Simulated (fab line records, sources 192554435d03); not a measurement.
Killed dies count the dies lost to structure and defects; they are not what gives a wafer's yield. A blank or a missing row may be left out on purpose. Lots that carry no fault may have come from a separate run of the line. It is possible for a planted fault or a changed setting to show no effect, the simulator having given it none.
fab line records | flow n5_finfet
[record] lots = 6 wafers = 18 last_day = 17
route steps=1938 shown BEOL_M4@1032
lots with no fault: from the same line, run without faults
start_h: hours from the record's first day to the start of the lot's first wafer shown | wait_h: time in hours since the lot's previous step | " as in the row above | L1.1+2: one row covering several wafers at once | - no value present, or no start provided | * or withheld: withheld | < > ~ a bound
route shown NAME@n: NAME is a module with steps in the file, n the number in the route of the first one | usual: mean/standard deviation taken from wafers without a fault | same: alike in all rows | chamber/n: place in a boat | sites: the reading at each site | _std_site: standard deviation of those values | _edge_site: outer sites' mean less inner sites' | radius_mm: for every site, how far away it sits from the centre of the wafer | mask NAME#n: copy n | behind: tool/chamber where the wafer was last shaped | hold: the reason the lot was held/the length of the hold in hours/how it ended | device: the transistor (n, p or np) that didn't switch | end of line: the same wafers' tests at the end of the route | for a step that has no rows: nothing shown but its recipe | killed: the dies lost at the first sort to structure and to defects; this is not the yield of the wafer | map: shows each die of a wafer: x if killed, . if not, _ if none is there
set.NAME: the setting as run; set.NAME@STEP: as run at that earlier step | model.NAME: the simulator's own value behind a step, which no gauge read
lots at selected steps of the route; one table per step, one row per wafer
services: the hour from which a tool's chamber was out of use, counted from the record's first day as start_h (under 0 if before that day), plus the number of hours and why
[[steps]]
[step N5_BEOL_M4_PEB_09]
[recipe] peb_temp_c = 100 peb_time_s = 60 resist = CAR-EUV
[step N5_BEOL_M4_DEVELOP_10]
[recipe] develop_time_s = 30 developer = TMAH resist = CAR-EUV rinse_liquid = surfactant_rinse dry = air_spin dev_temp_c = 23
[step N5_BEOL_M4_CD_MEAS_11]
[recipe] target_cd_nm = 16.79 landing_energy_ev = 500 detector = se_inlens polarity = opening
[usual] cd_nm = 16.83/0.26
// columns lot.wafer tool chamber start_h wait_h cd_nm
L851.1 cd_sem-03 0 183.67 - 17.02
L851.2 " 0 " " 17.14
L851.5 " 0 " " 16.54
L855.4 cd_sem-02 0 209.15 - 16.89
L855.5 " 0 " " 16.94
L855.6 " 0 " " 16.80
L863.1 cd_sem-03 0 269.14 - 16.68
L863.3 " 0 " " 16.51
L863.4 " 0 " " 16.56
L864.3 cd_sem-02 0 271.38 - 16.90
L864.5 " 0 " " 16.99
L864.6 " 0 " " 16.97
L867.1 cd_sem-03 0 278.62 - 16.89
L867.2 " 0 " " 16.98
L867.5 " 0 " " 16.75
L868.2 cd_sem-02 0 291.22 - 16.83
L868.3 " 0 " " 16.98
L868.6 " 0 " " 16.40
[step N5_BEOL_M4_OVL_MEAS_12]
[recipe] points_per_wafer = 522
[usual] M4_OVL = -0.2/0.64
[same] points_per_wafer = 522
// columns lot.wafer tool chamber start_h wait_h M4_OVL[nm]
L851.1 overlay-02 0 183.70 0.0 -0.8
L851.2 " 0 " " -0.9
L851.5 " 0 " " -0.2
L855.4 overlay-01 0 209.20 0.0 0.0
L855.5 " 0 " " -0.4
L855.6 " 0 " " -0.6
L863.1 overlay-02 0 269.17 0.0 0.7
L863.3 " 0 " " -0.1
L863.4 " 0 " " 0.1
L864.3 overlay-01 0 271.42 0.0 -1.0
L864.5 " 0 " " -1.3
L864.6 " 0 " " -1.3
L867.1 overlay-01 0 278.65 0.0 0.7
L867.2 " 0 " " 0.6
L867.5 " 0 " " 0.9
L868.2 overlay-02 0 291.26 0.0 -0.3
L868.3 " 0 " " -0.8
L868.6 " 0 " " -1.3
[step N5_BEOL_M4_INSPECT_13]
[recipe] mode = adi inspect_instrument = brightfield
[usual] raw_defect_count = 412/110
// columns lot.wafer tool chamber start_h wait_h raw_defect_count
L851.1 defect_inspect-01 - 183.75 0.1 492
L851.2 " - " " 333
L851.5 " - " " 299
L855.4 defect_inspect-02 - 209.24 0.0 435
L855.5 " - " " 414
L855.6 " - " " 323
L863.1 defect_inspect-02 - 269.23 0.1 635
L863.3 " - " " 557
L863.4 " - " " 414
L864.3 defect_inspect-01 - 271.47 0.0 234
L864.5 " - " " 253
L864.6 " - " " 329
L867.1 defect_inspect-01 - 278.71 0.1 258
L867.2 " - " " 341
L867.5 " - " " 354
L868.2 defect_inspect-01 - 291.31 0.0 327
L868.3 " - " " 449
L868.6 " - " " 324
[step N5_BEOL_M4_DESCUM_16]
[recipe] chemistry = O2 time_s = 7 source_power_w = 50 bias_power_w = 20 pressure_mtorr = 20 rf_frequency_hz = 2.712e+07 temp_c = 40 resist = CAR-EUV o2_flow_sccm = 225
[usual] drypump_motor_current_A = 5.6/0.44 oes_product_au = 0.80/0.076 rf_vpp_V = 243.1/1.4 showerhead_plenum_p_Torr = 2.09/0.08 throttle_valve_pct = 20.44/0.23
// columns lot.wafer tool chamber start_h wait_h drypump_motor_current_A oes_product_au rf_hours_counter_h rf_vpp_V showerhead_plenum_p_Torr throttle_valve_pct
L851.1 rie_diel-01 3 183.95 0.2 5.4 0.81 98 243.0 2.03 20.05
L851.2 " 1 " " 5.6 0.70 226 242.0 2.07 20.56
L851.5 " 1 " " 5.6 0.69 - 242.4 2.07 20.56
L855.4 rie_diel-06 0 209.29 0.0 4.8 0.83 71 243.4 2.21 20.60
L855.5 " 1 " " 6.2 0.85 - 244.9 2.23 20.56
L855.6 " 2 " " 5.8 0.69 - 243.2 2.07 20.65
L863.1 rie_diel-05 2 269.26 0.0 5.6 0.82 101 242.5 2.01 20.61
L863.3 " 1 " " 6.1 0.85 50 244.5 2.13 20.19
L863.4 " 3 " " 5.0 0.84 59 245.2 2.21 20.27
L864.3 rie_diel-05 2 271.65 0.2 5.7 0.82 102 241.6 2.01 20.62
L864.5 " 1 " " 6.1 0.85 - 244.5 2.13 20.18
L864.6 " 2 " " 5.6 0.81 - 241.6 2.01 20.61
L867.1 rie_diel-05 2 279.08 0.4 5.6 0.82 105 242.2 2.01 20.61
L867.2 " 3 " " 5.0 0.84 62 244.8 2.21 20.28
L867.5 " 1 " " 6.1 0.85 - 244.6 2.13 20.19
L868.2 rie_diel-05 3 291.34 0.0 5.0 0.83 66 245.9 2.21 20.30
L868.3 " 2 " " 5.6 0.82 109 242.5 2.01 20.61
L868.6 " 0 " " 5.5 0.82 - 242.1 2.03 20.18
[step N5_BEOL_M4_ETCH_74]
[recipe] chemistry = N2/H2 target = underlayer target_depth_a = 65 mask_material = CAR-EUV time_s = 5.2 ion_energy_ev = 200 pressure_mtorr = 30 source_w = 840 bias_w = 150 n2_flow_sccm = 200 h2_flow_sccm = 200 ends = cleared
[usual] drypump_motor_current_A = 5.6/0.44 etch_rf_on_time_s = 5.18/0.078 oes_product_au = 0.68/0.066 rf_vpp_V = 523.7/3 showerhead_plenum_p_Torr = 2.54/0.096 throttle_valve_pct = 17.85/0.22
// columns lot.wafer tool chamber start_h wait_h drypump_motor_current_A etch_rf_on_time_s oes_product_au rf_hours_counter_h rf_vpp_V showerhead_plenum_p_Torr throttle_valve_pct
L851.1 rie_diel-01 3 183.98 0.0 5.4 5.22 0.67 98 521.4 2.46 17.54
L851.2 " 1 " " 5.7 5.24 0.59 226 523.1 2.50 18.00
L851.5 " 1 " " 5.7 5.32 0.59 - 522.2 2.50 17.99
L855.4 rie_diel-06 0 209.32 0.0 4.8 5.15 0.72 71 527.8 2.68 17.88
L855.5 " 1 " " 6.3 5.21 0.72 - 527.4 2.70 17.97
L855.6 " 2 " " 5.8 5.24 0.60 - 521.5 2.51 18.05
L863.1 rie_diel-05 2 269.30 0.0 5.7 5.03 0.69 101 522.1 2.45 18.07
L863.3 " 1 " " 6.1 5.06 0.74 50 524.9 2.57 17.58
L863.4 " 3 " " 5.0 5.10 0.72 59 526.9 2.69 17.61
L864.3 rie_diel-05 2 271.68 0.0 5.7 5.00 0.71 102 519.9 2.45 18.07
L864.5 " 1 " " 6.1 5.08 0.73 - 522.7 2.57 17.57
L864.6 " 2 " " 5.7 5.05 0.70 - 521.0 2.45 18.08
L867.1 rie_diel-05 2 279.11 0.0 5.7 5.08 0.70 105 521.9 2.45 18.09
L867.2 " 3 " " 5.0 5.18 0.70 62 528.0 2.69 17.62
L867.5 " 1 " " 6.1 5.10 0.73 - 526.5 2.57 17.61
L868.2 rie_diel-05 3 291.38 0.0 5.0 5.18 0.70 66 528.6 2.68 17.60
L868.3 " 2 " " 5.7 5.02 0.70 109 522.5 2.45 18.06
L868.6 " 0 " " 5.5 5.19 0.70 - 522.5 2.46 17.63
[step N5_BEOL_M4_ETCH_63]
[recipe] chemistry = CF4 target = SiARC target_depth_a = 156 mask_material = CAR-EUV time_s = 26 ion_energy_ev = 80 pressure_mtorr = 40 source_w = 545 bias_w = 36 Ar_flow_sccm = 100 cf4_flow_sccm = 100 ends = cleared
[usual] drypump_motor_current_A = 5.6/0.44 etch_rf_on_time_s = 25.8/0.41 oes_product_au = 0.68/0.066 rf_vpp_V = 184.0/1.2 showerhead_plenum_p_Torr = 2.14/0.075 throttle_valve_pct = 15.61/0.25
// columns lot.wafer tool chamber start_h wait_h drypump_motor_current_A etch_rf_on_time_s oes_product_au rf_hours_counter_h rf_vpp_V showerhead_plenum_p_Torr throttle_valve_pct
L851.1 rie_diel-01 3 184.00 0.0 5.3 26.4 0.69 98 184.3 2.07 15.21
L851.2 " 1 " " 5.6 26.3 0.58 226 183.7 2.12 15.81
L851.5 " 1 " " 5.6 26.7 0.58 - 182.0 2.12 15.82
L855.4 rie_diel-06 0 209.34 0.0 4.8 25.8 0.72 71 184.9 2.25 15.73
L855.5 " 1 " " 6.2 25.8 0.73 - 186.8 2.26 15.64
L855.6 " 2 " " 5.8 26.1 0.60 - 183.2 2.12 15.89
L863.1 rie_diel-05 2 269.31 0.0 5.6 25.1 0.71 101 184.7 2.07 15.83
L863.3 " 1 " " 6.1 25.1 0.74 50 183.9 2.17 15.33
L863.4 " 3 " " 5.0 25.4 0.72 59 185.0 2.26 15.49
L864.3 rie_diel-05 2 271.70 0.0 5.6 25.3 0.71 102 184.8 2.07 15.84
L864.5 " 1 " " 6.1 25.4 0.74 - 184.9 2.17 15.33
L864.6 " 2 " " 5.7 25.2 0.71 - 183.7 2.07 15.84
L867.1 rie_diel-05 2 279.13 0.0 5.6 25.1 0.71 105 184.1 2.07 15.84
L867.2 " 3 " " 5.0 25.8 0.71 62 185.2 2.26 15.48
L867.5 " 1 " " 6.1 25.1 0.75 - 184.8 2.17 15.33
L868.2 rie_diel-05 3 291.40 0.0 5.0 25.8 0.71 66 186.3 2.25 15.50
L868.3 " 2 " " 5.6 25.2 0.70 109 183.7 2.07 15.84
L868.6 " 0 " " 5.5 26.1 0.70 - 182.5 2.09 15.43
[step N5_BEOL_M4_ETCH_64]
[recipe] chemistry = N2/H2 target = SOC target_depth_a = 750 overetch_a = 225 mask_material = SiARC temp_c = 40 time_s = 121.9 ion_energy_ev = 200 pressure_mtorr = 30 source_w = 840 bias_w = 150 n2_flow_sccm = 200 h2_flow_sccm = 200
[step N5_BEOL_M4_STRIP_65]
[recipe] chemistry = N2/H2 temp_c = 40 n2_flow_sccm = 200 h2_flow_sccm = 200 rf_frequency_hz = 6e+07
[step N5_BEOL_M4_STRIP_75]
[recipe] chemistry = N2/H2 temp_c = 40 n2_flow_sccm = 200 h2_flow_sccm = 200 rf_frequency_hz = 6e+07
[step N5_BEOL_M4_STRIP_66]
[recipe] chemistry = CF4 resist = SiARC power_w = 300 bias_power_w = 75 pressure_mtorr = 50 cf4_flow_sccm = 150 rf_frequency_hz = 6e+07
[usual] drypump_motor_current_A = 5.6/0.44 oes_product_au = 0.79/0.071 power_w = 300.1/0.97 rf_vpp_V = 271.2/1.6 showerhead_plenum_p_Torr = 1.80/0.06 throttle_valve_pct = 13.59/0.25
// columns lot.wafer tool chamber start_h wait_h drypump_motor_current_A oes_product_au power_w rf_hours_counter_h rf_vpp_V showerhead_plenum_p_Torr throttle_valve_pct
L851.1 rie_diel-01 3 184.16 0.0 5.3 0.80 300.3 98 271.4 1.73 13.19
L851.2 " 1 " " 5.7 0.69 299.7 226 270.8 1.78 13.81
L851.5 " 1 " " 5.7 0.69 298.5 - 271.6 1.78 13.82
L855.4 rie_diel-06 0 209.50 0.0 4.8 0.83 300.8 71 273.6 1.88 13.67
L855.5 " 1 " " 6.2 0.85 299.1 - 273.7 1.89 13.56
L855.6 " 2 " " 5.8 0.70 299.6 - 270.8 1.78 13.90
L863.1 rie_diel-05 2 269.47 0.0 5.7 0.81 300.0 101 270.2 1.74 13.80
L863.3 " 1 " " 6.1 0.84 301.0 50 270.6 1.82 13.29
L863.4 " 3 " " 4.9 0.82 298.6 59 273.0 1.89 13.45
L864.3 rie_diel-05 2 271.86 0.0 5.6 0.80 299.2 102 270.5 1.74 13.79
L864.5 " 1 " " 6.1 0.85 301.0 - 271.4 1.82 13.31
L864.6 " 2 " " 5.7 0.81 300.9 - 270.7 1.74 13.80
L867.1 rie_diel-05 2 279.29 0.0 5.7 0.81 299.2 105 268.8 1.74 13.81
L867.2 " 3 " " 5.0 0.82 301.1 62 272.7 1.88 13.44
L867.5 " 1 " " 6.1 0.84 300.6 - 272.3 1.82 13.32
L868.2 rie_diel-05 3 291.56 0.0 5.0 0.82 300.2 66 273.0 1.88 13.43
L868.3 " 2 " " 5.6 0.80 299.7 109 269.5 1.74 13.81
L868.6 " 0 " " 5.5 0.81 298.6 - 271.3 1.75 13.41
[step N5_BEOL_M4_HM_OPEN_17]
[recipe] chemistry = Cl2/BCl3 target_depth_a = 200 overetch_a = 60 target = TiN mask_material = SOC ion_energy_ev = 150 pressure_mtorr = 10 icp_w = 1000 bias_w = 126 Cl2_flow_sccm = 53.25 bcl3_flow_sccm = 21.75 Ar_flow_sccm = 25
[usual] bcl3_flow_sccm = 21.76/0.065 bias_w = 126.0/0.36 drypump_motor_current_A = 5.8/0.35 oes_product_au = 0.67/0.091 throttle_valve_pct = 22.01/0.14
// columns lot.wafer tool chamber start_h wait_h bcl3_flow_sccm bias_w drypump_motor_current_A oes_product_au rf_hours_counter_h throttle_valve_pct model.SOC_of_BEOL_M4_COAT_61.thk_nm
L851.1 rie_metal-01 1 184.20 0.0 21.78 126.3 5.4 0.55 107 22.19 52.6
L851.2 " 0 " " 21.81 126.5 5.5 0.75 13 22.03 52.4
L851.5 " 0 " " 21.77 126.2 5.6 0.75 - 22.04 52.6
L855.4 rie_metal-01 0 209.57 0.1 21.72 126.2 5.6 0.75 - 22.02 52.2
L855.5 " 1 " " 21.85 126.1 5.3 0.55 - 22.18 52.4
L855.6 " 0 " " 21.76 125.5 5.5 0.75 - 22.02 52.2
L863.1 rie_metal-02 1 269.52 0.0 - - - - - - 60
L863.3 " 1 " " - - - - - - 59.8
L863.4 " 0 " " - - - - - - 59.8
L864.3 rie_metal-01 1 271.93 0.1 - - - - - - 60.4
L864.5 " 0 " " - - - - - - 60.2
L864.6 " 1 " " - - - - - - 60.2
L867.1 rie_metal-03 1 279.33 0.0 21.70 125.6 5.8 0.66 49 21.97 52.2
L867.2 " 0 " " 21.79 126.3 6.1 0.54 110 21.97 52.2
L867.5 " 0 " " 21.81 126.1 6.1 0.55 - 21.97 51.8
L868.2 rie_metal-01 1 291.60 0.0 21.83 126.2 5.4 0.54 116 22.21 52.2
L868.3 " 0 " " 21.80 126.1 5.5 0.73 - 22.04 52.4
L868.6 " 0 " " 21.82 126.0 5.6 0.72 - 22.03 52.2
[step N5_BEOL_M4_STRIP_19]
[recipe] chemistry = O2 power_w = 400 temp_c = 40 pressure_mtorr = 30 rf_frequency_hz = 6e+07 bias_power_w = 0 overash_fraction = 0.2 o2_flow_sccm = 225
[usual] drypump_motor_current_A = 5.6/0.47 oes_product_au = 0.81/0.071 rf_vpp_V = 3.7/0.48 showerhead_plenum_p_Torr = 2.12/0.082 throttle_valve_pct = 16.67/0.23
// columns lot.wafer tool chamber start_h wait_h drypump_motor_current_A oes_product_au rf_hours_counter_h rf_vpp_V showerhead_plenum_p_Torr throttle_valve_pct
L851.1 rie_diel-05 0 184.31 0.1 5.5 0.87 40 4.4 2.04 16.34
L851.2 " 3 " " 4.9 0.89 29 3.2 2.23 16.48
L851.5 " 0 " " 5.5 0.87 - 4.4 2.04 16.37
L855.4 rie_diel-01 0 209.65 0.1 6.2 0.69 236 3.2 2.07 17.09
L855.5 " 0 " " 6.2 0.69 - 3.8 2.07 17.09
L855.6 " 1 " " 5.6 0.69 - 2.8 2.07 16.85
L863.1 rie_diel-06 1 269.63 0.1 6.2 0.81 75 3.3 2.22 16.79
L863.3 " 3 " " 5.7 0.92 12 3.7 2.15 16.71
L863.4 " 1 " " 6.3 0.82 - 3.8 2.22 16.78
L864.3 rie_diel-01 0 272.03 0.1 6.2 0.97 4 4.1 2.06 16.66
L864.5 " 2 " " 5.3 0.75 - 4.0 2.02 16.58
L864.6 " 3 " " 5.4 0.77 - 3.2 2.02 16.39
L867.1 rie_diel-05 1 279.48 0.1 6.1 0.85 54 4.1 2.13 16.42
L867.2 " 2 " " 5.6 0.82 105 3.8 2.01 16.87
L867.5 " 2 " " 5.6 0.83 - 3.8 2.01 16.87
L868.2 rie_diel-05 1 291.78 0.2 6.1 0.85 58 3.8 2.13 16.44
L868.3 " 0 " " 5.5 0.83 76 3.8 2.03 16.43
L868.6 " 2 " " 5.6 0.81 - 3.9 2.01 16.86
[step N5_BEOL_M4_CD_MEAS_18]
[recipe] pitch_nm = 36 target_cd_nm = 18
[usual] cd_nm = 18.08/0.3
// columns lot.wafer tool chamber start_h wait_h cd_nm
L851.1 cd_sem-01 - 184.38 0.0 18.33
L851.2 " - " " 17.82
L851.5 " - " " 18.28
L855.4 cd_sem-02 - 209.72 0.1 17.99
L855.5 " - " " 18.40
L855.6 " - " " 18.23
L863.1 cd_sem-01 - 269.70 0.0 -
L863.3 " - " " -
L863.4 " - " " -
L864.3 cd_sem-02 - 272.11 0.1 -
L864.5 " - " " -
L864.6 " - " " -
L867.1 cd_sem-03 - 279.55 0.0 17.85
L867.2 " - " " 18.07
L867.5 " - " " 17.70
L868.2 cd_sem-01 - 291.85 0.1 17.70
L868.3 " - " " 18.17
L868.6 " - " " 17.58
[step N5_BEOL_M4_COAT_67]
[recipe] resist = SOC temp_c = 250 time_s = 60 spin_rpm = 1500 resist_thk_nm = 60
[step N5_BEOL_M4_RC_MEAS_101]
[usual] DIBL_N = 35.7/1.3 DIBL_P = 35.4/1.8 IOFF_N = 0.152/0.027 IOFF_P = 0.20/0.034 ION_N = 672/9.8 ION_P = 461/7.5 SS_N = 71.4/0.55 SS_P = 73.1/0.61 VT_N = 251/3.3 VT_P = -251/3.6
// columns lot.wafer tool chamber start_h wait_h DIBL_N[mV/V] DIBL_P[mV/V] IOFF_N[nA/um] IOFF_P[nA/um] ION_N[uA/um] ION_P[uA/um] SS_N[mV/dec] SS_P[mV/dec] VT_N[mV] VT_P[mV]
L851.1 prober-02 0 194.14 0.0 36.9 37.4 0.191 0.26 683 474 71.7 73.5 246 -244
L851.2 " 0 " " 35.7 35.7 0.175 0.24 688 468 71.8 73.3 245 -246
L851.5 " 0 " " 35.2 35.9 0.163 0.23 683 473 71.4 73.9 249 -245
L855.4 prober-02 0 219.71 0.8 34.9 33.3 0.118 0.18 669 458 70.9 72.5 255 -251
L855.5 " 0 " " 36.4 35.8 0.147 0.21 677 464 71.2 73.4 253 -249
L855.6 " 0 " " 36.7 35.9 0.145 0.21 673 462 71.8 72.8 249 -249
L867.1 prober-02 0 285.90 0.0 34.2 33.3 0.111 0.15 661 458 70.7 72.3 254 -257
L867.2 " 0 " " 37.3 37.7 0.176 0.22 694 473 71.7 73.1 249 -250
L867.5 " 0 " " 34.7 34.4 0.131 0.17 674 463 70.3 72.6 251 -252
L868.2 prober-01 0 308.32 0.2 36.9 37.5 0.164 0.22 682 465 71.1 73.7 249 -254
L868.3 " 0 " " 35.3 35.2 0.132 0.17 670 456 70.9 73.0 252 -253
L868.6 " 0 " " 36.3 36.8 0.148 0.20 674 459 71.1 73.7 252 -251
[[services]]
// columns tool chamber start_h hours kind
rie_diel-06 - 186.01 2.8 pm
rie_diel-06 2 193.07 5.0 repair
rie_diel-06 3 217.63 - clean
rie_diel-06 3 217.63 - consumable_replace:focus_ring
rie_diel-06 3 217.63 24.0 scheduled_down
rie_diel-06 3 217.63 24.0 vent_cycle
rie_metal-03 - 220.80 1.4 pm
rie_diel-01 0 246.77 - clean
rie_diel-01 0 246.77 - consumable_replace:focus_ring
rie_diel-01 0 246.77 17.1 scheduled_down
rie_diel-01 0 246.77 17.1 vent_cycle
rie_diel-06 0 248.46 12.2 repair
rie_diel-06 2 253.30 11.7 repair
rie_diel-01 1 263.83 - clean
rie_diel-01 1 263.83 - consumable_replace:focus_ring
rie_diel-01 1 263.83 23.1 scheduled_down
rie_diel-01 1 263.83 23.1 vent_cycle
[[key]]
[first_sign] step = N5_BEOL_M4_HM_OPEN_17 reading = tool_record direction = missing
[effect] step = N5_BEOL_M4_CD_MEAS_18 reading = cd_nm direction = missing
[model_effect] step = N5_BEOL_M4_HM_OPEN_17 value = SOC_of_BEOL_M4_COAT_61.thk_nm without = 52.1 struck = 60.07
met_at N5_BEOL_M4_HM_OPEN_17
struck_wafers L863.1,L863.3,L863.4,L864.3,L864.5,L864.6
later_rows_left_out L863.1,L863.3,L863.4,L864.3,L864.5,L864.6
sort_left_out L863.1,L863.3,L863.4,L864.3,L864.5,L864.6
onset_between 209.57 269.52
[fault] kind = skipped_step_whole tool = rie_metal-01,rie_metal-02 chamber = - onset_h = 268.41 steps = N5_BEOL_M4_HM_OPEN_17 scope = struck_lots_only
// sort_left_out: the simulated sort isn't trusted on such a fault, so these wafers' sort isn't shown, and their yield isn't known
// later_rows_left_out: the simulator's readings of these wafers behind a module that went badly wrong aren't trusted and aren't shown, but for the sort
